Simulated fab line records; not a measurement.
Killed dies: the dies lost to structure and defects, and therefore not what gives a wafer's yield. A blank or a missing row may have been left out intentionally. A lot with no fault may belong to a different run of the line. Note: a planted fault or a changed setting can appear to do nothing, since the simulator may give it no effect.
Matching of chambers / flow nand-harc / rie-diel-10 running NHARC_A_CONTACT_ETCH_102: 4 sister chambers
The step etches the open film in CF4/O2, target depth 70 nm, overetch 7 nm, time 38.5 s. 14 wafers are shown with their chamber, then 7 later ones without.

== WAFERS PAIRED WITH THEIR CHAMBERS ==
wafer=L075.1; chamber=2; showerhead-plenum-p-Torr (Torr)=1.28; drypump-motor-current-A (A)=5.0; rf-vpp-V (V)=198.1
wafer=L075.5; chamber=1; showerhead-plenum-p-Torr (Torr)=1.39; drypump-motor-current-A (A)=5.4; rf-vpp-V (V)=198.8
wafer=L075.6; chamber=2; showerhead-plenum-p-Torr (Torr)=1.28; drypump-motor-current-A (A)=5.0; rf-vpp-V (V)=197.1
wafer=L078.1; chamber=2; showerhead-plenum-p-Torr (Torr)=1.28; drypump-motor-current-A (A)=5.0; rf-vpp-V (V)=195.8
wafer=L078.5; chamber=3; showerhead-plenum-p-Torr (Torr)=1.31; drypump-motor-current-A (A)=5.9; rf-vpp-V (V)=197.6
wafer=L078.6; chamber=0; showerhead-plenum-p-Torr (Torr)=1.28; drypump-motor-current-A (A)=5.7; rf-vpp-V (V)=196.9
wafer=L080.1; chamber=2; showerhead-plenum-p-Torr (Torr)=1.28; drypump-motor-current-A (A)=5.1; rf-vpp-V (V)=197.8
wafer=L080.2; chamber=1; showerhead-plenum-p-Torr (Torr)=1.39; drypump-motor-current-A (A)=5.4; rf-vpp-V (V)=199.0
wafer=L080.5; chamber=2; showerhead-plenum-p-Torr (Torr)=1.28; drypump-motor-current-A (A)=5.0; rf-vpp-V (V)=197.1
wafer=L081.1; chamber=0; showerhead-plenum-p-Torr (Torr)=1.27; drypump-motor-current-A (A)=5.7; rf-vpp-V (V)=197.0
wafer=L081.4; chamber=3; showerhead-plenum-p-Torr (Torr)=1.31; drypump-motor-current-A (A)=5.8; rf-vpp-V (V)=198.2
wafer=L081.6; chamber=1; showerhead-plenum-p-Torr (Torr)=1.39; drypump-motor-current-A (A)=5.4; rf-vpp-V (V)=199.1
wafer=L084.2; chamber=0; showerhead-plenum-p-Torr (Torr)=1.27; drypump-motor-current-A (A)=5.7; rf-vpp-V (V)=196.5
wafer=L084.3; chamber=3; showerhead-plenum-p-Torr (Torr)=1.31; drypump-motor-current-A (A)=5.8; rf-vpp-V (V)=197.6

SIGNATURES (averages over the wafers above)
reading=showerhead-plenum-p-Torr; chamber 0=1.2733; chamber 1=1.3900; chamber 2=1.2800; chamber 3=1.3100; scatter within a chamber=0.00258
reading=drypump-motor-current-A; chamber 0=5.700; chamber 1=5.400; chamber 2=5.020; chamber 3=5.833; scatter within a chamber=0.0383
reading=rf-vpp-V; chamber 0=196.800; chamber 1=198.967; chamber 2=197.180; chamber 3=197.800; scatter within a chamber=0.598
Rule: a wafer's distance from a chamber is the root of the sum, over the readings, of the square of ((its reading less the chamber's mean) divided by the reading's scatter). If the next closest chamber is less than 2 further off than the closest, the wafer can't be placed; otherwise it belongs to the closest. The scatter: the root of (the sum of the squares of (reading less its chamber's mean) over the shown wafers, divided by (wafers less chambers)).

== WAFERS MISSING THEIR CHAMBER ==
wafer=L084.5; showerhead-plenum-p-Torr (Torr)=1.27; drypump-motor-current-A (A)=5.7; rf-vpp-V (V)=196.5
wafer=L086.1; showerhead-plenum-p-Torr (Torr)=1.27; drypump-motor-current-A (A)=5.7; rf-vpp-V (V)=196.5
wafer=L086.3; showerhead-plenum-p-Torr (Torr)=1.31; drypump-motor-current-A (A)=5.8; rf-vpp-V (V)=197.4
wafer=L086.6; showerhead-plenum-p-Torr (Torr)=1.27; drypump-motor-current-A (A)=5.7; rf-vpp-V (V)=197.5
wafer=L096.2; showerhead-plenum-p-Torr (Torr)=1.27; drypump-motor-current-A (A)=5.7; rf-vpp-V (V)=196.6
wafer=L096.4; showerhead-plenum-p-Torr (Torr)=1.30; drypump-motor-current-A (A)=5.8; rf-vpp-V (V)=197.3
wafer=L096.6; showerhead-plenum-p-Torr (Torr)=1.27; drypump-motor-current-A (A)=5.7; rf-vpp-V (V)=196.0

== WHICH CHAMBER EACH WENT THROUGH ==
wafer=L084.5; from the rows above=0; in truth=0
wafer=L086.1; from the rows above=0; in truth=0
wafer=L086.3; from the rows above=3; in truth=3
wafer=L086.6; from the rows above=0; in truth=0
wafer=L096.2; from the rows above=0; in truth=0
wafer=L096.4; from the rows above=3; in truth=3
wafer=L096.6; from the rows above=0; in truth=0
Correct placement for 7 of the 7. Not placeable from these rows: 0. 0 placed wrongly.
